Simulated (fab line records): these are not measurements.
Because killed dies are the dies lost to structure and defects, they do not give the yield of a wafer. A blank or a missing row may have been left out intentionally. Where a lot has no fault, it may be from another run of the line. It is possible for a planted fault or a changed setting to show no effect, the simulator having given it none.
Which of the tools did it? ; flow n5Finfet ; 39 wafers from 13 lots sampled at 3 of the route's 1938 steps

== WHAT THE GAUGES READ, wafer by wafer ==
N5_MIM_TOP_LITHO_CD_MEAS_08: the cd target is 2000 nm.
lot;measured;on;cdNm (nm)
L636;day 11 18:23;cdSem-01;1998.5 1998.1 1998.7
L637;day 12 10:03;cdSem-03;1998.4 2000.3 1997.2
L638;day 11 13:38;cdSem-01;1999.8 2003.5 2000.7
L639;day 12 06:34;cdSem-01;1995.4 1994.1 1996.0
L641;day 12 22:37;cdSem-03;1999.8 2001.9 2000.9
L642;day 13 05:41;cdSem-01;1998.0 2003.0 2002.0
L643;day 13 16:30;cdSem-02;2000.3 1999.4 1999.7
L645;day 14 13:14;cdSem-02;1997.9 1999.5 1998.1
L646;day 14 08:46;cdSem-02;2001.6 2002.5 2003.4
L647;day 14 17:31;cdSem-03;2002.9 1999.0 1999.3
L654;day 16 12:00;cdSem-01;2001.7 2001.3 2000.8
L655;day 16 22:56;cdSem-03;2002.1 1997.5 1998.1
L656;day 17 09:35;cdSem-02;2003.6 1998.2 1999.9

== EACH LOT AND THE TOOL THAT RAN IT (in order: tool; ch and the chambers of the sampled wafers; start) ==
lot;N5_HKMG_FIN_ALD_71;N5_MIM_TOP_ALD_00
L636;aldMetal-03 ch 0,1,2, day 4 08:44;aldHk-03 ch 0,3, day 11 16:50
L637;aldMetal-02 ch 0,1, day 4 15:24;aldHk-03 ch 2,3, day 12 05:42
L638;aldMetal-01 ch 1,3, day 4 19:37;aldHk-03 ch 1,2, day 11 12:31
L639;aldMetal-01 ch 1,2, day 5 03:20;aldHk-02 ch 2,3, day 12 05:29
L641;aldMetal-03 ch 0,1,2, day 5 15:20;aldHk-03 ch 0,2,3, day 12 20:23
L642;aldMetal-03 ch 0,1,2, day 5 18:49;aldHk-03 ch 0,1,3, day 13 04:15
L643;aldMetal-02 ch 0,2,3, day 6 05:11;aldHk-03 ch 0,1,2, day 13 15:22
L645;aldMetal-02 ch 1,2,3, day 6 12:47;aldHk-02 ch 1,2,3, day 14 09:17
L646;aldMetal-02 ch 0,1, day 6 19:31;aldHk-01 ch 0,1,3, day 14 07:07
L647;aldMetal-02 ch 0,1, day 6 22:07;aldHk-03 ch 1,2, day 14 16:20
L654;aldMetal-01 ch 1,2, day 8 17:16;aldHk-03 ch 1,2, day 16 09:47
L655;aldMetal-03 ch 0,2, day 8 23:32;aldHk-03 ch 1,2,3, day 16 21:07
L656;aldMetal-01 ch 0,2,3, day 9 06:20;aldHk-01 ch 0,1, day 17 06:41
- N5_HKMG_FIN_ALD_71: deposits TiN, target thk 1 nm, pulse time 1 s, purge time 3 s.
- N5_MIM_TOP_ALD_00: deposits Al2O3, purge time 3 s, co reactant pulse time 3 s.

== WHAT THE TOOLS THEMSELVES READ (means of the sampled wafers that have a number; where no wafer has one, the mark that the record gives instead) ==
N5_HKMG_FIN_ALD_71.
lot;tool;heaterPowerW (W);precursorPulseHeightRel
L636;aldMetal-03;879;0.977
L637;aldMetal-02;815;1.005
L638;aldMetal-01;911;0.992
L639;aldMetal-01;875;1.003
L641;aldMetal-03;879;1.002
L642;aldMetal-03;886;0.990
L643;aldMetal-02;863;0.999
L645;aldMetal-02;852;1.004
L646;aldMetal-02;827;0.989
L647;aldMetal-02;829;0.991
L654;aldMetal-01;874;1.002
L655;aldMetal-03;776;1.014
L656;aldMetal-01;849;1.008

N5_MIM_TOP_ALD_00.
lot;tool;precursorPulseHeightRel
L636;aldHk-03;0.988
L637;aldHk-03;0.991
L638;aldHk-03;0.972
L639;aldHk-02;0.985
L641;aldHk-03;0.991
L642;aldHk-03;0.992
L643;aldHk-03;0.991
L645;aldHk-02;1.009
L646;aldHk-01;1.005
L647;aldHk-03;0.985
L654;aldHk-03;1.003
L655;aldHk-03;1.019
L656;aldHk-01;1.013

== THE ANSWER, worked out from the rows above alone ==
Rule: the lots themselves supply what counts as usual. Put in order of their means at a reading, lots are off if they are a third of the lots or fewer, leave a main group of 4 or more, and stand apart from it by a gap of 3 or more times the standard deviation of the main group's means; of several such gaps the widest counts. A main group is skipped when, at the precision printed for the reading in the tables above, its means are all equal. A lot without any number at a reading at which 4 lots or more have one is off too. All remaining lots with rows at the step are treated as sound. After the gauges, taken in route order, come the tools' own readings; for these a lot's mean is taken, as printed above. At the first step where some lot is off, the reading lying furthest off is the one used; lots without a number count as furthest.
Nothing can be told from this: no lot is off at any reading shown.

== WHAT THE SIMULATOR HAD PUT IN ==
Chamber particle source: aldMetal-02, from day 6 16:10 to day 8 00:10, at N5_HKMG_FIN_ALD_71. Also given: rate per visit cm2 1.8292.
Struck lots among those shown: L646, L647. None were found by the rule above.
